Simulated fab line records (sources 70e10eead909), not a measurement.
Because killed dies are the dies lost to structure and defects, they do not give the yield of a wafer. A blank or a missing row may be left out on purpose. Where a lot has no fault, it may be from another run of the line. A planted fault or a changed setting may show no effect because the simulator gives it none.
fab line records	flow nand-harc
[record] lots = 6	wafers = 18	last-day = 32
route steps=1302 shown A_ZERO_WELL@412 A_SOURCE_PLATE@413 A_ONON_D1@424 END@1302
lots that met no fault: taken from a fault-free run of the same line
start-h: start of the lot's first displayed wafer, in hours after the record's first day	wait-h: hours from the lot's prior step to this one	" as in the row above	L1.1+2: a single row standing in for several wafers	- value missing, or start not given	* or withheld: withheld	< > ~ a bound
route shown NAME@n: names a module that has steps shown in the file, with the first one's number in the route	usual: mean/standard deviation of fault-free wafers	same: alike in all rows	chamber/n: place in a boat	sites: per-site readings	_std_site: how widely they spread, as a standard deviation	_edge_site: mean of outer sites minus mean of inner sites	radius-mm: how far each site lies from the wafer's centre	mask NAME#n: copy n	behind: the most recent tool/chamber to have shaped the wafer	hold: what put the lot on hold/how long, in hours/how the hold closed	device: the transistor (n, p or np) that didn't switch	end of line: the route-end tests of the same wafers	where a step has no rows: the recipe by itself	killed: the dies lost at the first sort to structure and to defects; this is not the yield of the wafer	map: a wafer's dies, marking killed ones x, the rest . and places with no die _
set.NAME: the run value of the setting; set.NAME@STEP: its run value at that earlier step	model.NAME: the simulator's own value behind a step, which no gauge read
certain route steps with their lots: each step a table, each wafer a row
services: a tool's chamber out of use, with start hour (start-h, from the record's first day; less than 0 if before it), hours out, and reason
[[steps]]
[step NHARC_A_ZERO_WELL_INSPECT_17]
[usual] raw-defect-count = 9/6
lot.wafer	tool	chamber	start-h	wait-h	raw-defect-count
L215.3	defect-inspect-02	-	140.38	0.1	5
L215.4	"	-	"	"	8
L215.5	"	-	"	"	2
L222.2	defect-inspect-01	-	207.32	0.1	7
L222.3	"	-	"	"	5
L222.6	"	-	"	"	5
L223.1	defect-inspect-02	-	221.60	0.2	5
L223.2	"	-	"	"	7
L223.6	"	-	"	"	10
L230.1	defect-inspect-01	-	288.22	0.2	17
L230.3	"	-	"	"	9
L230.6	"	-	"	"	8
L234.3	defect-inspect-02	-	329.57	0.1	7
L234.4	"	-	"	"	4
L234.6	"	-	"	"	2
L237.2	defect-inspect-02	-	358.73	0.1	4
L237.3	"	-	"	"	5
L237.5	"	-	"	"	6
[step NHARC_A_SOURCE_PLATE_PRECLEAN_00]
[recipe] time-s = 60	chemistry = HF-LAST
[step NHARC_A_SOURCE_PLATE_SRD_01]
[step NHARC_A_SOURCE_PLATE_OXIDE_02]
[recipe] target-thk-a = 100	temp-c = 900	ox-time-s = 1362	material = SiO2
[step NHARC_A_SOURCE_PLATE_THK_MEAS_09]
[recipe] thk-meas-gauge = ellipsometry
[usual] thk-nm = 9.9/1.1
lot.wafer	tool	chamber	start-h	wait-h	thk-nm
L215.3	film-metro-02	-	147.24	0.4	9.7
L215.4	"	-	"	"	10.3
L215.5	"	-	"	"	10.3
L222.2	film-metro-02	-	214.87	0.4	11.8
L222.3	"	-	"	"	11.0
L222.6	"	-	"	"	10.8
L223.1	film-metro-02	-	228.93	0.4	11.5
L223.2	"	-	"	"	10.0
L223.6	"	-	"	"	10.6
L230.1	film-metro-02	-	295.01	0.4	12.2
L230.3	"	-	"	"	9.6
L230.6	"	-	"	"	8.4
L234.3	film-metro-01	-	336.39	0.4	9.1
L234.4	"	-	"	"	10.4
L234.6	"	-	"	"	10.4
L237.2	film-metro-01	-	366.00	0.4	10.5
L237.3	"	-	"	"	9.5
L237.5	"	-	"	"	9.6
[step NHARC_A_SOURCE_PLATE_PVD_04]
[recipe] target-thk-a = 500	material = WSi2
[step NHARC_A_SOURCE_PLATE_CVD_03]
[recipe] target-thk-a = 2000	temp-c = 620	pressure-mtorr = 200	time-s = 4000	material = poly-Si
[step NHARC_A_SOURCE_PLATE_ANNEAL_05]
[recipe] temp-c = 850	time-s = 1800
[step NHARC_A_SOURCE_PLATE_THK_MEAS_06]
[recipe] thk-meas-gauge = ellipsometry
[usual] thk-nm = 200.1/2.4
lot.wafer	tool	chamber	start-h	wait-h	thk-nm
L215.3	film-metro-02	-	159.69	0.4	201.1
L215.4	"	-	"	"	199.8
L215.5	"	-	"	"	201.5
L222.2	film-metro-02	-	227.24	0.4	204.8
L222.3	"	-	"	"	206.3
L222.6	"	-	"	"	202.6
L223.1	film-metro-01	-	241.89	0.4	205.5
L223.2	"	-	"	"	203.7
L223.6	"	-	"	"	202.8
L230.1	film-metro-02	-	309.25	0.4	199.3
L230.3	"	-	"	"	200.2
L230.6	"	-	"	"	199.6
L234.3	film-metro-01	-	348.82	0.4	199.5
L234.4	"	-	"	"	199.7
L234.6	"	-	"	"	197.9
L237.2	film-metro-01	-	379.94	0.4	202.7
L237.3	"	-	"	"	200.1
L237.5	"	-	"	"	202.5
[step NHARC_A_SOURCE_PLATE_INSPECT_08]
[usual] raw-defect-count = 56/24
lot.wafer	tool	chamber	start-h	wait-h	raw-defect-count
L215.3	defect-inspect-01	-	159.76	0.0	48
L215.4	"	-	"	"	33
L215.5	"	-	"	"	41
L222.2	defect-inspect-02	-	227.35	0.0	35
L222.3	"	-	"	"	58
L222.6	"	-	"	"	49
L223.1	defect-inspect-01	-	242.00	0.0	32
L223.2	"	-	"	"	62
L223.6	"	-	"	"	50
L230.1	defect-inspect-01	-	309.31	0.0	51
L230.3	"	-	"	"	51
L230.6	"	-	"	"	35
L234.3	defect-inspect-02	-	348.88	0.0	26
L234.4	"	-	"	"	21
L234.6	"	-	"	"	41
L237.2	defect-inspect-02	-	380.01	0.0	62
L237.3	"	-	"	"	44
L237.5	"	-	"	"	41
[step NHARC_A_ONON_D1_DEP_00]
[recipe] target-thk-a = 10000	n2-flow-sccm = 2750	n2o-flow-sccm = 2000	nh3-flow-sccm = 500	sih4-flow-sccm = 210	temp-c = 400
lot.wafer	tool	chamber	start-h	wait-h
L215.3+4+5	pecvd-onon-02	0	159.94	0.2
L222.2+3+6	pecvd-onon-02	0	227.47	0.1
L223.1+2+6	pecvd-onon-02	0	242.07	0.1
L230.1+3+6	pecvd-onon-02	0	309.38	0.1
L234.3+4+6	pecvd-onon-02	0	349.06	0.2
L237.2+3+5	pecvd-onon-02	0	380.13	0.1
[step NHARC_A_ONON_D1_THK_MEAS_02]
[recipe] thk-meas-gauge = ellipsometry
[usual] thk-nm = 1001/6.9
lot.wafer	tool	chamber	start-h	wait-h	thk-nm
L215.3	film-metro-02	-	160.33	-	1008
L215.4	"	-	"	"	1009
L215.5	"	-	"	"	1007
L222.2	film-metro-01	-	227.93	-	1164
L222.3	"	-	"	"	1164
L222.6	"	-	"	"	1164
L223.1	film-metro-02	-	242.57	-	1154
L223.2	"	-	"	"	1155
L223.6	"	-	"	"	1155
L230.1	film-metro-01	-	309.89	-	992
L230.3	"	-	"	"	993
L230.6	"	-	"	"	993
L234.3	film-metro-01	-	349.46	-	997
L234.4	"	-	"	"	997
L234.6	"	-	"	"	996
L237.2	film-metro-01	-	380.58	-	988
L237.3	"	-	"	"	986
L237.5	"	-	"	"	988
[step NHARC_A_ONON_D1_DEP_03]
[recipe] target-thk-a = 10000	n2-flow-sccm = 2750	n2o-flow-sccm = 2000	nh3-flow-sccm = 500	sih4-flow-sccm = 210	temp-c = 400
[step NHARC_END_SORT_01]
[recipe] temp-c = 25
[usual] killed-at-array = 56/19	killed-at-other = 0.6/1	killed-at-periphery = 3.9/2.7	killed-dies = 61/19	killed-open = 3.3/1.9	killed-short = 2.4/1.7
[same] gross-dies = 677
lot.wafer	tool	chamber	start-h	wait-h	killed-at-array	killed-at-other	killed-at-periphery	killed-dies	killed-open	killed-short
L215.3	prober-01	0	567.71	3.1	58	0	9	67	4	2
L215.4	prober-01	0	568.51	3.4	56	0	9	65	7	1
L215.5	prober-01	0	569.32	3.7	45	0	8	53	2	3
L223.1	prober-02	0	638.05	2.6	672	0	5	677	1	2
L223.2	prober-02	0	638.85	2.8	673	0	4	677	4	1
L223.6	prober-02	0	642.03	4.0	673	0	4	677	5	4
L222.2	prober-01	0	638.83	2.8	674	0	3	677	1	3
L222.3	prober-01	0	639.63	3.1	669	1	7	677	5	6
L222.6	prober-01	0	642.06	4.0	671	0	6	677	0	0
L230.1	prober-02	0	724.80	2.5	41	1	2	44	3	0
L230.3	prober-02	0	726.40	3.1	47	0	3	50	3	6
L230.6	prober-02	0	728.79	4.0	61	1	3	65	3	2
L234.3	prober-02	0	744.56	3.1	69	0	4	73	2	2
L234.4	prober-02	0	745.35	3.4	60	0	2	62	4	2
L234.6	prober-02	0	746.94	4.0	64	0	3	67	6	2
L237.2	prober-01	0	772.29	2.8	37	2	12	51	2	3
L237.3	prober-01	0	773.09	3.1	52	0	9	61	2	2
L237.5	prober-01	0	774.69	3.7	37	3	7	47	1	1
// killed by level:class
L215.3 A_CHANNEL_HOLE_D1:chamber-film-flake=27 A_CHANNEL_HOLE_D2:chamber-film-flake=9 A_CONTACT:chamber-film-flake=7 A_STAIRCASE:chamber-film-flake=5 P_ZERO_WELL:chamber-film-flake=4 P_M1:chamber-film-flake=4 A_SOURCE_PLATE:geometric-particle:open=1 A_CHANNEL_FILL_D1:geometric-particle:short=1
L215.4 A_CHANNEL_HOLE_D1:chamber-film-flake=39 P_M1:chamber-film-flake=4 A_CHANNEL_HOLE_D2:chamber-film-flake=3 A_CONTACT:chamber-film-flake=3 P_CONTACT:geometric-particle:open=2 P_ZERO_WELL:chamber-film-flake=2 A_ZERO_WELL:chamber-film-flake=2 A_DECK1_JOINT:chamber-film-flake=2
L215.5 A_CHANNEL_HOLE_D1:chamber-film-flake=32 P_ZERO_WELL:chamber-film-flake=4 A_CHANNEL_HOLE_D2:chamber-film-flake=4 A_CONTACT:chamber-film-flake=3 P_CONTACT:geometric-particle:short=2 A_WL_FILL:geometric-particle:open=2 P_M1:chamber-film-flake=2 A_ONON_D1:geometric-particle:short=1
L223.1 A_ONON_D1:area-dep=649 A_CHANNEL_HOLE_D2:chamber-film-flake=7 P_GATE:chamber-film-flake=3 A_CHANNEL_HOLE_D1:chamber-film-flake=3 A_CHANNEL_FILL_D1:chamber-film-flake=3 A_WL_FILL:chamber-film-flake=3 A_DECK1_JOINT:chamber-film-flake=2 A_STAIRCASE:chamber-film-flake=2
L222.2 A_ONON_D1:area-dep=618 A_CHANNEL_HOLE_D2:chamber-film-flake=37 A_CHANNEL_HOLE_D1:chamber-film-flake=9 P_STI:chamber-film-flake=3 A_SLIT:chamber-film-flake=2 A_CONTACT:chamber-film-flake=2 A_CHANNEL_FILL_D1:geometric-particle:open=1 A_DECK1_JOINT:geometric-particle:short=1
L223.2 A_ONON_D1:area-dep=641 A_CHANNEL_HOLE_D2:chamber-film-flake=8 A_DECK1_JOINT:chamber-film-flake=5 A_CHANNEL_HOLE_D1:chamber-film-flake=4 A_SLIT:chamber-film-flake=4 P_GATE:chamber-film-flake=3 A_CHANNEL_FILL_D2:geometric-particle:open=2 A_WL_FILL:chamber-film-flake=2
L222.3 A_ONON_D1:area-dep=616 A_CHANNEL_HOLE_D2:chamber-film-flake=36 P_STI:chamber-film-flake=4 A_STAIRCASE:chamber-film-flake=4 A_ONON_D1:geometric-particle:short=3 A_CONTACT:chamber-film-flake=3 P_STI:geometric-particle:short=1 P_CONTACT:geometric-particle:open=1
L223.6 A_ONON_D1:area-dep=635 A_CHANNEL_HOLE_D2:chamber-film-flake=16 A_CHANNEL_FILL_D1:chamber-film-flake=3 A_CONTACT:chamber-film-flake=3 A_ONON_D1:geometric-particle:open=2 A_CHANNEL_FILL_D2:geometric-particle:short=2 P_GATE:chamber-film-flake=2 A_ZERO_WELL:chamber-film-flake=2
L222.6 A_ONON_D1:area-dep=631 A_CHANNEL_HOLE_D2:chamber-film-flake=31 P_STI:chamber-film-flake=4 A_CHANNEL_HOLE_D1:chamber-film-flake=3 A_ZERO_WELL:chamber-film-flake=2 A_CONTACT:chamber-film-flake=2 P_GATE:chamber-film-flake=1 P_M0:chamber-film-flake=1
L230.1 A_SLIT:chamber-film-flake=16 A_CHANNEL_HOLE_D2:chamber-film-flake=9 A_CHANNEL_HOLE_D1:chamber-film-flake=7 A_STAIRCASE:chamber-film-flake=3 P_M0:geometric-particle:open=1 A_CHANNEL_FILL_D1:geometric-particle:open=1 A_CHANNEL_HOLE_D2:geometric-particle:open=1 P_M1:chamber-film-flake=1
L230.3 A_SLIT:chamber-film-flake=20 A_CHANNEL_HOLE_D2:chamber-film-flake=9 A_CHANNEL_HOLE_D1:chamber-film-flake=5 A_CONTACT:chamber-film-flake=3 A_CHANNEL_FILL_D1:chamber-film-flake=2 P_M1:geometric-particle:open=1 A_ONON_D1:geometric-particle:open=1 A_CHANNEL_HOLE_D1:geometric-particle:short=1
L230.6 A_SLIT:chamber-film-flake=22 A_CHANNEL_HOLE_D2:chamber-film-flake=19 A_CHANNEL_HOLE_D1:chamber-film-flake=11 A_DECK1_JOINT:chamber-film-flake=2 A_STAIRCASE:chamber-film-flake=2 A_CONTACT:chamber-film-flake=2 P_GATE:geometric-particle:open=1 P_CONTACT:geometric-particle:open=1
L234.3 A_CHANNEL_HOLE_D1:chamber-film-flake=29 A_CHANNEL_HOLE_D2:chamber-film-flake=27 A_CONTACT:chamber-film-flake=4 P_GATE:chamber-film-flake=3 A_SLIT:chamber-film-flake=3 A_CHANNEL_HOLE_D1:geometric-particle:short=1 A_ONON_D2:geometric-particle:open=1 A_CHANNEL_FILL_D2:geometric-particle:open=1
L234.4 A_CHANNEL_HOLE_D1:chamber-film-flake=23 A_CHANNEL_HOLE_D2:chamber-film-flake=21 A_SLIT:chamber-film-flake=3 A_CHANNEL_FILL_D2:chamber-film-flake=3 A_CONTACT:chamber-film-flake=3 A_CHANNEL_FILL_D2:geometric-particle:open=2 P_CONTACT:geometric-particle:open=1 A_CHANNEL_HOLE_D1:geometric-particle:short=1
L234.6 A_CHANNEL_HOLE_D1:chamber-film-flake=28 A_CHANNEL_HOLE_D2:chamber-film-flake=19 A_CONTACT:chamber-film-flake=4 A_SLIT:chamber-film-flake=3 A_STAIRCASE:chamber-film-flake=3 P_GATE:geometric-particle:open=2 A_M0:geometric-particle:open=2 A_CHANNEL_HOLE_D2:geometric-particle:open=1
L237.2 A_SLIT:chamber-film-flake=23 P_STI:chamber-film-flake=10 A_CONTACT:chamber-film-flake=4 A_CHANNEL_FILL_D1:geometric-particle:short=2 A_CHANNEL_HOLE_D1:chamber-film-flake=2 A_CHANNEL_HOLE_D2:chamber-film-flake=2 A_STAIRCASE:chamber-film-flake=2 THIN_TSV:chamber-film-flake=2
L237.3 A_SLIT:chamber-film-flake=39 P_STI:chamber-film-flake=8 A_CHANNEL_HOLE_D2:chamber-film-flake=4 A_CONTACT:chamber-film-flake=3 A_STAIRCASE:chamber-film-flake=2 P_M0:geometric-particle:open=1 A_CHANNEL_FILL_D2:geometric-particle:short=1 A_CONTACT:geometric-particle:open=1
L237.5 A_SLIT:chamber-film-flake=24 P_STI:chamber-film-flake=7 A_CONTACT:chamber-film-flake=6 THIN_TSV:chamber-film-flake=3 A_CHANNEL_FILL_D1:geometric-particle:short=1 A_CHANNEL_FILL_D2:geometric-particle:open=1 A_ZERO_WELL:chamber-film-flake=1 A_CHANNEL_HOLE_D2:chamber-film-flake=1
// map L222.2 (x killed, . not)
____________x____________
_________xxxxxxx_________
_______xxxxxxxxxxx_______
______xxxxxxxxxxxxx______
_____xxxxxxxxxxxxxxx_____
____xxxxxxxxxxxxxxxxx____
____xxxxxxxxxxxxxxxxx____
___xxxxxxxxxxxxxxxxxxx___
___xxxxxxxxxxxxxxxxxxx___
__xxxxxxxxxxxxxxxxxxxxx__
__xxxxxxxxxxxxxxxxxxxxx__
_xxxxxxxxxxxxxxxxxxxxxxx_
_xxxxxxxxxxxxxxxxxxxxxxx_
_xxxxxxxxxxxxxxxxxxxxxxx_
_xxxxxxxxxxxxxxxxxxxxxxx_
_xxxxxxxxxxxxxxxxxxxxxxx_
xxxxxxxxxxxxxxxxxxxxxxxxx
xxxxxxxxxxxxxxxxxxxxxxxxx
xxxxxxxxxxxxxxxxxxxxxxxxx
xxxxxxxxxxxxxxxxxxxxxxxxx
xxxxxxxxxxxxxxxxxxxxxxxxx
_xxxxxxxxxxxxxxxxxxxxxxx_
_xxxxxxxxxxxxxxxxxxxxxxx_
_xxxxxxxxxxxxxxxxxxxxxxx_
_xxxxxxxxxxxxxxxxxxxxxxx_
_xxxxxxxxxxxxxxxxxxxxxxx_
__xxxxxxxxxxxxxxxxxxxxx__
__xxxxxxxxxxxxxxxxxxxxx__
___xxxxxxxxxxxxxxxxxxx___
___xxxxxxxxxxxxxxxxxxx___
____xxxxxxxxxxxxxxxxx____
____xxxxxxxxxxxxxxxxx____
_____xxxxxxxxxxxxxxx_____
______xxxxxxxxxxxxx______
_______xxxxxxxxxxx_______
_________xxxxxxx_________
____________x____________
// map L223.1 (x killed, . not)
____________x____________
_________xxxxxxx_________
_______xxxxxxxxxxx_______
______xxxxxxxxxxxxx______
_____xxxxxxxxxxxxxxx_____
____xxxxxxxxxxxxxxxxx____
____xxxxxxxxxxxxxxxxx____
___xxxxxxxxxxxxxxxxxxx___
___xxxxxxxxxxxxxxxxxxx___
__xxxxxxxxxxxxxxxxxxxxx__
__xxxxxxxxxxxxxxxxxxxxx__
_xxxxxxxxxxxxxxxxxxxxxxx_
_xxxxxxxxxxxxxxxxxxxxxxx_
_xxxxxxxxxxxxxxxxxxxxxxx_
_xxxxxxxxxxxxxxxxxxxxxxx_
_xxxxxxxxxxxxxxxxxxxxxxx_
xxxxxxxxxxxxxxxxxxxxxxxxx
xxxxxxxxxxxxxxxxxxxxxxxxx
xxxxxxxxxxxxxxxxxxxxxxxxx
xxxxxxxxxxxxxxxxxxxxxxxxx
xxxxxxxxxxxxxxxxxxxxxxxxx
_xxxxxxxxxxxxxxxxxxxxxxx_
_xxxxxxxxxxxxxxxxxxxxxxx_
_xxxxxxxxxxxxxxxxxxxxxxx_
_xxxxxxxxxxxxxxxxxxxxxxx_
_xxxxxxxxxxxxxxxxxxxxxxx_
__xxxxxxxxxxxxxxxxxxxxx__
__xxxxxxxxxxxxxxxxxxxxx__
___xxxxxxxxxxxxxxxxxxx___
___xxxxxxxxxxxxxxxxxxx___
____xxxxxxxxxxxxxxxxx____
____xxxxxxxxxxxxxxxxx____
_____xxxxxxxxxxxxxxx_____
______xxxxxxxxxxxxx______
_______xxxxxxxxxxx_______
_________xxxxxxx_________
____________x____________
[[services]]
tool	chamber	start-h	hours	kind
pecvd-onon-02	-	185.00	13.0	pm
pecvd-onon-02	-	366.00	13.0	pm
[[key]]
[first-sign] step = NHARC_A_ONON_D1_THK_MEAS_02	reading = thk-nm	direction = up	sigmas = 23	usual = 1001	struck = 1160
[effect] step = NHARC_END_SORT_01	reading = killed-dies	direction = up	sigmas = 33	usual = 61	struck = 677
[more-kills-born-at] NHARC_A_ONON_D1_DEP_00@pecvd-onon-02 = 3790
met-at NHARC_A_ONON_D1_DEP_00
struck-wafers L222.2,L222.3,L222.6,L223.1,L223.2,L223.6
later-rows-left-out L222.2,L222.3,L222.6,L223.1,L223.2,L223.6
tester-left-out L222,L223
onset-between 159.94 227.47
[fault] kind = process-parameter-drift	tool = pecvd-onon-02	chamber = -	onset-h = 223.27	steps = NHARC_A_ONON_D1_DEP_00	channel = target-thk-a	offset = *	shape = step	end-h = 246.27	acts-in = *	stated = *
// tester-left-out: of these lots the tester's yield and bins aren't shown, on N5 and GAA mostly nor the transistor test; their killed dies are dies lost to structure and defects alone, not to doping, threshold or leakage, so they don't give the yield
// later-rows-left-out: the simulator's readings of these wafers behind a module that went badly wrong aren't trusted and aren't shown, but for the sort
